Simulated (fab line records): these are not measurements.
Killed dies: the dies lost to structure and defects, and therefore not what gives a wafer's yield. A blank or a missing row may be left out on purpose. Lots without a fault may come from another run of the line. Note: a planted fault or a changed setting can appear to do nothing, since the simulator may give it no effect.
What tool caused it?    flow n5-finfet    9 lots, 25 wafers sampled, at 5 steps of a route of 1938

== WHAT EACH GAUGE READ, for each wafer ==
N5_BEOL_M4_RC_MEAS_101. Usual: DIBL_N 35.9 mV/V, standard deviation 1.4; DIBL_P 35.9 mV/V, standard deviation 1.7; IOFF_N 0.155 nA/um, standard deviation 0.023; IOFF_P 0.201 nA/um, standard deviation 0.029; ION_N 672 uA/um, standard deviation 8.8; ION_P 460 uA/um, standard deviation 7; SS_N 71.6 mV/dec, standard deviation 0.48; SS_P 73.1 mV/dec, standard deviation 0.64; VT_N 250.0 mV, standard deviation 3; VT_P -251.6 mV, standard deviation 3.
lot   measured      on         DIBL_N (mV/V)   DIBL_P (mV/V)   IOFF_N (nA/um)     IOFF_P (nA/um)     ION_N (uA/um)  ION_P (uA/um)  SS_N (mV/dec)   SS_P (mV/dec)   VT_N (mV)          VT_P (mV)             flag
L347  day 8 02:14   prober-02  34.6 38.2 37.1  35.1 38.6 37.4  0.131 0.191 0.174  0.195 0.252 0.229  667 680 672    460 464 459    71.7 72.2 71.7  73.3 74.6 74.0  250.4 245.9 247.3  -252.1 -250.6 -249.8  
L350  day 9 02:19   prober-02  36.2 37.7 35.9  35.5 36.6 35.5  0.143 0.163 0.145  0.188 0.202 0.190  669 666 674    458 456 462    71.7 72.1 71.3  72.4 73.5 72.6  251.5 251.0 250.1  -255.1 -252.9 -252.0  
L352  day 8 23:53   prober-01  32.8 35.5 35.6  34.9 37.1 37.1  0.126 0.165 0.161  0.168 0.200 0.208  663 671 668    453 456 459    71.3 71.5 72.1  73.3 73.6 73.6  254.2 250.1 251.3  -257.0 -254.1 -250.2  
L351  day 9 06:42   prober-01  36.1 36.0 35.6  36.3 36.4 36.0  0.168 0.163 0.172  0.217 0.207 0.213  675 676 673    460 458 457    72.0 71.1 71.3  73.0 73.4 73.2  247.6 250.3 248.9  -250.3 -251.0 -250.2  
L353  day 9 10:04   prober-01  34.1 35.3 36.0  35.0 36.8 37.7  0.128 0.150 0.161  0.162 0.179 0.186  660 674 676    452 457 460    71.6 71.1 72.0  72.4 73.4 73.6  252.3 249.7 251.4  -254.1 -254.3 -253.0  
L356  day 10 18:28  prober-02  33.1 35.3 33.2  31.8 34.6 32.0  0.114 0.157 0.117  0.162 0.205 0.164  657 674 674    454 459 458    71.0 71.5 69.9  72.5 73.1 71.5  251.4 247.7 253.3  -253.1 -252.2 -252.7  
L358  day 11 08:51  prober-01  34.7 33.2       37.1 35.7       0.157 0.140        0.220 0.197        673 665        465 463        71.6 71.6       74.4 73.1       249.8 250.3        -249.0 -251.5         
L359  day 11 05:29  prober-02  36.2 35.2 37.1  34.6 33.5 35.2  0.138 0.123 0.146  0.180 0.166 0.188  671 666 672    461 453 462    70.9 70.5 71.4  72.2 72.1 72.7  249.2 253.1 251.4  -253.5 -256.0 -252.9  
L363  day 12 05:29  prober-01  38.6 39.0       36.4 37.3       0.165 0.177        0.210 0.217        677 675        464 457        71.7 71.8       73.7 74.6       249.1 250.3        -251.6 -251.7         

== WHICH TOOL RAN EACH LOT (tool, then ch and the chambers of the sampled wafers, then the start) ==
lot   N5_BEOL_M0_SAQP_ILD_DEP_01      N5_BEOL_M0_SAQP_HM_DEP_111      N5_BEOL_M0_SAQP_ETCH_83            N5_BEOL_M0_SAQP_STRIP_86
L347  pecvd-01 ch 0,2, day 5 13:48    pecvd-01 ch 0,1, day 5 14:14    rie-diel-03 ch 1,2,3, day 5 14:48  rie-diel-03 ch 0,2,3, day 5 15:08
L350  pecvd-03 ch 1,2, day 6 06:29    pecvd-01 ch 1,2, day 6 08:06    rie-diel-01 ch 0,3, day 6 08:46    rie-diel-01 ch 1,3, day 6 09:06
L352  pecvd-02 ch 0,2, day 6 17:56    pecvd-01 ch 0,1, day 6 20:44    rie-diel-01 ch 0,1, day 6 21:19    rie-diel-01 ch 1,2,3, day 6 21:38
L351  pecvd-03 ch 0,1,2, day 6 20:55  pecvd-01 ch 1,2, day 6 21:37    rie-diel-04 ch 1,3, day 6 22:11    rie-diel-04 ch 0,1, day 6 22:32
L353  pecvd-02 ch 0,1,2, day 6 23:55  pecvd-01 ch 0,1,2, day 7 00:56  rie-diel-04 ch 0,3, day 7 01:55    rie-diel-04 ch 0,1, day 7 02:27
L356  pecvd-01 ch 0,1,2, day 7 21:55  pecvd-01 ch 0,1,2, day 8 01:32  rie-diel-04 ch 0,1,3, day 8 01:58  rie-diel-04 ch 0,1,3, day 8 02:18
L358  pecvd-01 ch 0,2, day 8 15:33    pecvd-03 ch 0,2, day 8 16:35    rie-diel-04 ch 2,3, day 8 17:08    rie-diel-04 ch 1,2, day 8 17:32
L359  pecvd-01 ch 0,1,2, day 8 18:33  pecvd-01 ch 0,1,2, day 8 20:26  rie-diel-04 ch 0,2,3, day 8 20:53  rie-diel-03 ch 1,2,3, day 8 21:13
L363  pecvd-01 ch 0,2, day 9 09:08    pecvd-01 ch 0, day 9 09:50      rie-diel-04 ch 2,3, day 9 10:29    rie-diel-03 ch 0,1, day 9 10:52
- N5_BEOL_M0_SAQP_ILD_DEP_01: deposits SiOC from DEMS/O2, target thk 45.419 nm, time 8.7 s.
- N5_BEOL_M0_SAQP_HM_DEP_111: deposits SiO2 from SiH4/N2O, target thk 12 nm, time 7.2 s.
- N5_BEOL_M0_SAQP_ETCH_83: etches SiARC in CF4, target depth 39 nm, time 65 s.
- N5_BEOL_M0_SAQP_STRIP_86: strips in N2/H2.

== WHAT THE TOOLS THEMSELVES READ (means of the sampled wafers that have a number; where no wafer has one, the mark that the record gives instead) ==
N5_BEOL_M0_SAQP_ILD_DEP_01. Usual: heater-power-w 452 W, standard deviation 74; showerhead-plenum-p-Torr 5.697 Torr, standard deviation 0.0095; throttle-valve-pct 12.1 %, standard deviation 0.88.
lot   tool      heater-power-w (W)  showerhead-plenum-p-Torr (Torr)  throttle-valve-pct (%)  flag
L347  pecvd-01  469                 5.695                            11.4                    
L350  pecvd-03  513                 5.696                            12.8                    
L352  pecvd-02  402                 5.701                            11.0                    
L351  pecvd-03  491                 5.685                            12.6                    
L353  pecvd-02  480                 5.696                            11.7                    
L356  pecvd-01  418                 5.694                            11.9                    
L358  pecvd-01  472                 5.699                            11.8                    
L359  pecvd-01  463                 5.694                            12.0                    
L363  pecvd-01  499                 5.708                            11.9                    

N5_BEOL_M0_SAQP_HM_DEP_111. Usual: heater-power-w 745 W, standard deviation 110; showerhead-plenum-p-Torr 8.18 Torr, standard deviation 0.034.
lot   tool      heater-power-w (W)  showerhead-plenum-p-Torr (Torr)  flag
L347  pecvd-01  656                 8.16                             
L350  pecvd-01  766                 8.19                             
L352  pecvd-01  713                 8.19                             
L351  pecvd-01  681                 8.16                             
L353  pecvd-01  726                 8.18                             
L356  pecvd-01  730                 8.19                             
L358  pecvd-03  746                 8.16                             
L359  pecvd-01  739                 8.17                             
L363  pecvd-01  774                 8.20                             

N5_BEOL_M0_SAQP_ETCH_83. Usual: drypump-motor-current-A 5.9 A, standard deviation 0.6; etch-rf-on-time-s 64.7 s, standard deviation 0.82; oes-product-au 0.66 a.u., standard deviation 0.086; rf-vpp-V 184.2 V, standard deviation 1.3; showerhead-plenum-p-Torr 2.15 Torr, standard deviation 0.08; throttle-valve-pct 15.63 %, standard deviation 0.21.
lot   tool         drypump-motor-current-A (A)  etch-rf-on-time-s (s)  oes-product-au (a.u.)  rf-vpp-V (V)  showerhead-plenum-p-Torr (Torr)  throttle-valve-pct (%)  flag
L347  rie-diel-03  6.0                          65.3                   0.62                   183.6         2.13                             15.70                   
L350  rie-diel-01  5.9                          64.3                   0.80                   184.8         2.21                             15.31                   
L352  rie-diel-01  5.5                          65.1                   0.75                   185.0         2.24                             15.51                   
L351  rie-diel-04  5.9                          65.3                   0.59                   183.7         2.15                             15.77                   
L353  rie-diel-04  5.8                          64.5                   0.65                   184.4         2.17                             15.67                   
L356  rie-diel-04  5.9                          63.9                   0.70                   184.7         2.16                             15.59                   
L358  rie-diel-04  6.4                          83.4                   0.55                   182.8         2.08                             15.68                   OFF
L359  rie-diel-04  6.1                          76.6                   0.58                   184.0         2.13                             15.71                   OFF
L363  rie-diel-04  6.4                          82.4                   0.55                   182.8         2.08                             15.70                   OFF

N5_BEOL_M0_SAQP_STRIP_86. Usual: for drypump-motor-current-A, 5.9 A with a standard deviation of 0.6; for oes-product-au, 0.79 a.u. with a standard deviation of 0.1; for power-w, 500.1 W with a standard deviation of 1.7; for rf-vpp-V, 121.9 V with a standard deviation of 1.6; for showerhead-plenum-p-Torr, 3.38 Torr with a standard deviation of 0.13; for temp-c, 39.99 C with a standard deviation of 0.11; for throttle-valve-pct, 18.9 % with a standard deviation of 0.35.
lot   tool         drypump-motor-current-A (A)  oes-product-au (a.u.)  power-w (W)  rf-vpp-V (V)  showerhead-plenum-p-Torr (Torr)  temp-c (C)  throttle-valve-pct (%)  flag
L347  rie-diel-03  5.7                          0.73                   499.8        121.1         3.25                             39.95       19.0                    
L350  rie-diel-01  5.2                          0.72                   501.2        121.7         3.39                             39.92       19.0                    
L352  rie-diel-01  5.8                          0.72                   500.6        120.9         3.34                             40.01       19.1                    
L351  rie-diel-04  5.4                          0.71                   500.6        122.2         3.45                             40.01       19.0                    
L353  rie-diel-04  5.4                          0.71                   500.0        121.8         3.45                             40.04       19.0                    
L356  rie-diel-04  5.9                          0.81                   499.2        122.3         3.37                             40.00       18.8                    
L358  rie-diel-04  5.8                          0.82                   498.4        122.1         3.37                             39.97       18.9                    
L359  rie-diel-03  6.0                          0.79                   500.1        121.6         3.47                             40.05       19.0                    
L363  rie-diel-03  5.6                          0.73                   500.9        122.4         3.35                             39.97       18.8                    

== THE ANSWER, worked out from the rows above alone ==
Rule: a lot counts as off when the mean over its wafers that have a number is more than 3 standard deviations away from the usual mean. A lot without any number at a reading at which 4 lots or more have one is off too. The other lots that the step has rows for count as sound. First the gauges in route order, then the tools' own readings, where a lot's mean is used as printed above. At the first step where some lot is off, the reading lying furthest off is the one used; lots without a number count as furthest.
Off at N5_BEOL_M0_SAQP_ETCH_83 (etch-rf-on-time-s): L358, L359, L363.
If a tool, at that step or one of the process steps before it, ran each lot that is off and ran no sound lot following the first of them, it fits. 2 tools fit, pecvd-01 at N5_BEOL_M0_SAQP_ILD_DEP_01 and rie-diel-04 at N5_BEOL_M0_SAQP_ETCH_83, so this cannot tell which one it is.

== WHAT THE SIMULATOR HAD INSERTED ==
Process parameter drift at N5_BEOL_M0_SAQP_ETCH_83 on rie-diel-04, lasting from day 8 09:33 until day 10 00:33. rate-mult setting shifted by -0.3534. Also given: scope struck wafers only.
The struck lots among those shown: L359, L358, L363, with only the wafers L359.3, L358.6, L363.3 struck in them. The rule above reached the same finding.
